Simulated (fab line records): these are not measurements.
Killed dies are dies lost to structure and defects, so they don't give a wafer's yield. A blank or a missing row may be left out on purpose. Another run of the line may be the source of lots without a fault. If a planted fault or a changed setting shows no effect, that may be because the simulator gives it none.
Which tool is to blame? ; flow nand-harc ; 39 wafers from 13 lots sampled at 4 of the route's 1159 steps

== WHAT THE GAUGES SHOWED, per wafer ==
NHARC_THIN_TSV_CD_MEAS_33: the cd target is 5000 nm. Usual: cd-nm reads 5000.7 nm (standard deviation 3).
lot;measured;on;cd-nm (nm);flag
L853;day 19 06:04;cd-sem-01;5001.1 5000.5 4998.9;
L851;day 19 06:27;cd-sem-02;4999.4 4998.8 5006.8;
L852;day 19 07:08;cd-sem-03;4996.1 4995.4 4996.9;
L850;day 20 09:13;cd-sem-02;5000.8 5006.1 5008.1;
L858;day 21 05:14;cd-sem-03;5002.9 5004.7 5003.5;
L856;day 21 05:57;cd-sem-03;5003.0 4995.2 4999.9;
L857;day 21 09:01;cd-sem-01;5001.1 5002.6 4997.6;
L859;day 22 00:48;cd-sem-02;4995.1 4998.9 5003.8;
L860;day 22 01:50;cd-sem-02;4998.6 4998.5 4998.5;
L862;day 22 02:51;cd-sem-01;5002.2 4997.5 5000.7;
L869;day 23 14:53;cd-sem-03;5000.4 5001.1 4999.8;
L870;day 24 11:59;cd-sem-02;5000.6 5001.7 4998.4;
L871;day 24 12:56;cd-sem-01;5000.0 4998.6 4997.5;

NHARC_END_SORT_01. Usual: defect-limited-yield 95.1 %, standard deviation 1.6; killed-at-array 29, standard deviation 11; killed-at-other 0.6, standard deviation 1; killed-at-periphery 3.1, standard deviation 2.1; killed-dies 33, standard deviation 11; killed-open 3.1, standard deviation 1.9; killed-short 1.9, standard deviation 1.5; sort_bin_2_pct 1.5 %, standard deviation 0.66; sort_bin_3_pct 0.29 %, standard deviation 0.23; sort_bin_4_pct 3.1 %, standard deviation 0.98; sort-n-pass 644, standard deviation 11; sort-rim-yield-pct 96.9 %, standard deviation 2.3; sort-yield-pct 95.1 %, standard deviation 1.6.
lot;measured;on;defect-limited-yield (%);killed-at-array;killed-at-other;killed-at-periphery;killed-dies;killed-open;killed-short;sort_bin_2_pct (%);sort_bin_3_pct (%);sort_bin_4_pct (%);sort-n-pass;sort-rim-yield-pct (%);sort-yield-pct (%);flag
L853;day 19 19:13;prober-02;95.0 95.7 94.4;31 27 37;1 1 0;2 1 1;34 29 38;4 3 4;2 1 6;1.6 1.2 1.3;0.59 0.44 0.15;2.8 2.7 4.1;643 648 639;98.1 92.5 98.1;95.0 95.7 94.4;
L851;day 19 15:55;prober-01;95.1 95.1 95.9;28 28 26;2 1 0;3 4 2;33 33 28;3 4 1;1 2 3;1.5 2.1 1.0;0.15 0.30 0.15;3.2 2.5 3.0;644 644 649;95.3 93.4 98.1;95.1 95.1 95.9;
L852;day 19 23:43;prober-01;97.9 97.8 96.5;12 15 23;1 0 1;1 0 0;14 15 24;2 0 5;0 2 1;0.9 0.9 1.3;0 0.15 0.59;1.2 1.2 1.6;663 662 653;95.3 100.0 98.1;97.9 97.8 96.5;
L850;day 20 23:13;prober-02;94.2 95.6 96.8;30 26 17;5 1 2;4 3 3;39 30 22;8 1 0;2 2 4;1.8 1.5 0.9;0.30 0.15 0;3.7 2.8 2.4;638 647 655;95.3 94.3 97.2;94.2 95.6 96.8;
L858;day 21 15:00;prober-01;97.9 96.9 98.7;11 18 6;1 1 0;2 2 3;14 21 9;2 1 2;2 3 1;0.6 0.9 0.3;0.15 0.15 0.15;1.3 2.1 0.9;663 656 668;100.0 98.1 99.1;97.9 96.9 98.7;
L856;day 21 15:00;prober-02;96.5 95.3 96.0;22 28 24;0 0 0;2 4 3;24 32 27;3 5 7;1 1 2;1.3 0.6 1.6;0.15 0.30 0.15;2.1 3.8 2.2;653 645 650;97.2 100.0 99.1;96.5 95.3 96.0;
L857;day 21 21:58;prober-01;94.4 94.7 94.4;30 32 34;0 1 0;8 3 4;38 36 38;1 2 3;0 3 2;2.1 1.5 1.3;0.44 0 0.44;3.1 3.8 3.8;639 641 639;99.1 95.3 100.0;94.4 94.7 94.4;
L859;day 22 11:31;prober-01;96.9 95.9 97.3;18 27 14;0 0 0;3 1 4;21 28 18;5 10 5;1 2 1;0.7 1.3 0.4;0 0.15 0;2.4 2.7 2.2;656 649 659;96.2 93.4 97.2;96.9 95.9 97.3;
L860;day 22 13:10;prober-02;95.1 95.3 94.5;33 29 35;0 0 0;0 3 2;33 32 37;5 4 4;5 3 0;1.6 1.3 2.2;0.15 0.44 0.15;3.1 3.0 3.1;644 645 640;99.1 94.3 96.2;95.1 95.3 94.5;
L862;day 22 19:25;prober-02;95.3 95.6 95.1;28 26 27;2 2 2;2 2 4;32 30 33;2 1 2;3 2 0;1.9 1.3 0.9;0.59 0.30 0.15;2.2 2.8 3.8;645 647 644;99.1 99.1 99.1;95.3 95.6 95.1;
L869;day 24 04:46;prober-02;90.7 82.7 86.6;34 34 16;27 82 74;2 1 1;63 117 91;1 3 2;1 1 2;3.2 8.6 5.5;1.33 1.33 3.55;4.7 7.4 4.4;614 560 586;83.0 96.2 89.6;90.7 82.7 86.6;OFF
L870;day 24 20:56;prober-01;82.9 82.0 82.3;33 41 32;79 80 83;4 1 5;116 122 120;2 3 2;1 0 4;7.8 8.6 9.0;3.10 2.36 2.95;6.2 7.1 5.8;561 555 557;92.5 88.7 98.1;82.9 82.0 82.3;OFF
L871;day 24 20:57;prober-02;84.2 84.3 84.9;27 22 19;75 82 83;5 2 0;107 106 102;5 5 3;2 3 1;6.9 5.8 6.4;4.87 3.40 3.55;4.0 6.5 5.2;570 571 575;84.9 98.1 89.6;84.2 84.3 84.9;OFF

== WHICH TOOL RAN EACH LOT (tool, then ch and the chambers of the sampled wafers, then the start) ==
lot;NHARC_THIN_TSV_PVD_19;NHARC_THIN_TSV_DESCUM_35
L853;pvd-sputter-02, day 19 03:10;rie-diel-06 ch 0,2, day 19 06:13
L851;pvd-sputter-03, day 19 03:28;rie-diel-06 ch 0,1,3, day 19 06:39
L852;pvd-sputter-02, day 19 04:02;rie-diel-06 ch 1,2,3, day 19 07:17
L850;pvd-sputter-01, day 20 06:19;rie-diel-08 ch 1,2, day 20 09:22
L858;pvd-sputter-01, day 21 02:16;rie-diel-06 ch 0,1,2, day 21 05:25
L856;pvd-sputter-03, day 21 02:49;rie-diel-06 ch 0,1,2, day 21 06:06
L857;pvd-sputter-03, day 21 05:58;rie-diel-01 ch 0,2,3, day 21 09:10
L859;pvd-sputter-02, day 21 21:49;rie-diel-08 ch 0,1,2, day 22 00:58
L860;pvd-sputter-01, day 21 22:59;rie-diel-08 ch 0,2,3, day 22 02:02
L862;pvd-sputter-03, day 21 23:44;rie-diel-08 ch 0,1,2, day 22 03:02
L869;pvd-sputter-03, day 23 11:26;rie-diel-01 ch 0,2,3, day 23 15:03
L870;pvd-sputter-03, day 24 09:01;rie-diel-01 ch 0,1,3, day 24 12:10
L871;pvd-sputter-03, day 24 09:58;rie-diel-06 ch 0,1, day 24 13:06
- NHARC_THIN_TSV_PVD_19: deposits TaN, target thk 20 nm.
- NHARC_THIN_TSV_DESCUM_35: chemistry O2, time 3 s.

== WHAT THE TOOLS THEMSELVES READ (means of the sampled wafers that have a number; where no wafer has one, the mark that the record gives instead) ==
NHARC_THIN_TSV_PVD_19. Usual: throttle-valve-pct reads 29.9 % (standard deviation 1).
lot;tool;throttle-valve-pct (%);flag
L853;pvd-sputter-02;30.3;
L851;pvd-sputter-03;30.4;
L852;pvd-sputter-02;30.6;
L850;pvd-sputter-01;30.6;
L858;pvd-sputter-01;30.1;
L856;pvd-sputter-03;29.3;
L857;pvd-sputter-03;29.6;
L859;pvd-sputter-02;30.2;
L860;pvd-sputter-01;31.0;
L862;pvd-sputter-03;29.6;
L869;pvd-sputter-03;29.6;
L870;pvd-sputter-03;29.2;
L871;pvd-sputter-03;29.9;

NHARC_THIN_TSV_DESCUM_35. Usual: drypump-motor-current-A 5.9 A, standard deviation 0.43; oes-product-au 0.998 a.u., standard deviation 0.012; rf-vpp-V 57.8 V, standard deviation 0.89; showerhead-plenum-p-Torr 1.90 Torr, standard deviation 0.077; throttle-valve-pct 11.312 %, standard deviation 0.0083.
lot;tool;drypump-motor-current-A (A);oes-product-au (a.u.);rf-vpp-V (V);showerhead-plenum-p-Torr (Torr);throttle-valve-pct (%);flag
L853;rie-diel-06;6.0;0.991;58.1;1.96;11.304;
L851;rie-diel-06;6.1;0.998;58.5;1.95;11.312;
L852;rie-diel-06;5.9;1.003;58.0;1.89;11.311;
L850;rie-diel-08;5.9;0.991;57.9;1.83;11.307;
L858;rie-diel-06;6.2;0.993;57.2;1.91;11.310;
L856;rie-diel-06;6.2;0.993;58.0;1.91;11.305;
L857;rie-diel-01;6.0;1.005;57.0;1.88;11.308;
L859;rie-diel-08;5.8;0.989;58.6;1.87;11.311;
L860;rie-diel-08;5.9;0.999;57.4;1.86;11.308;
L862;rie-diel-08;5.8;0.992;58.0;1.87;11.316;
L869;rie-diel-01;6.0;1.003;58.5;1.88;11.312;
L870;rie-diel-01;5.8;1.000;58.3;1.95;11.307;
L871;rie-diel-06;6.3;0.992;58.3;1.97;11.307;

== THE ANSWER, worked out from the rows above alone ==
Rule: lot off if the mean of its wafers having a number is beyond 3 standard deviations from the usual mean. A lot without any number at a reading at which 4 lots or more have one is off too. Where the step has rows for the other lots, those lots are counted as sound. Order of review: gauges by route order, followed by the tools' own readings, for which a lot's mean as printed above is used. The first step at which some lot is off is used, and at that step the reading that is off furthest; a lot without a number counts as furthest.
Off: L869, L870, L871 (NHARC_END_SORT_01, killed-at-other).
A tool fits if, at a process step before that reading, it ran every lot that is off, and no sound lot after the first of them. The gauges at NHARC_END_SORT_01 are tried like those tools. One fits: NHARC_THIN_TSV_PVD_19 on pvd-sputter-03. A fault onset in the window from L862 (day 21 23:44, its last sound lot) to L869 (day 23 11:26, its first lot off) fits.

== WHAT THE SIMULATOR HAD PUT IN ==
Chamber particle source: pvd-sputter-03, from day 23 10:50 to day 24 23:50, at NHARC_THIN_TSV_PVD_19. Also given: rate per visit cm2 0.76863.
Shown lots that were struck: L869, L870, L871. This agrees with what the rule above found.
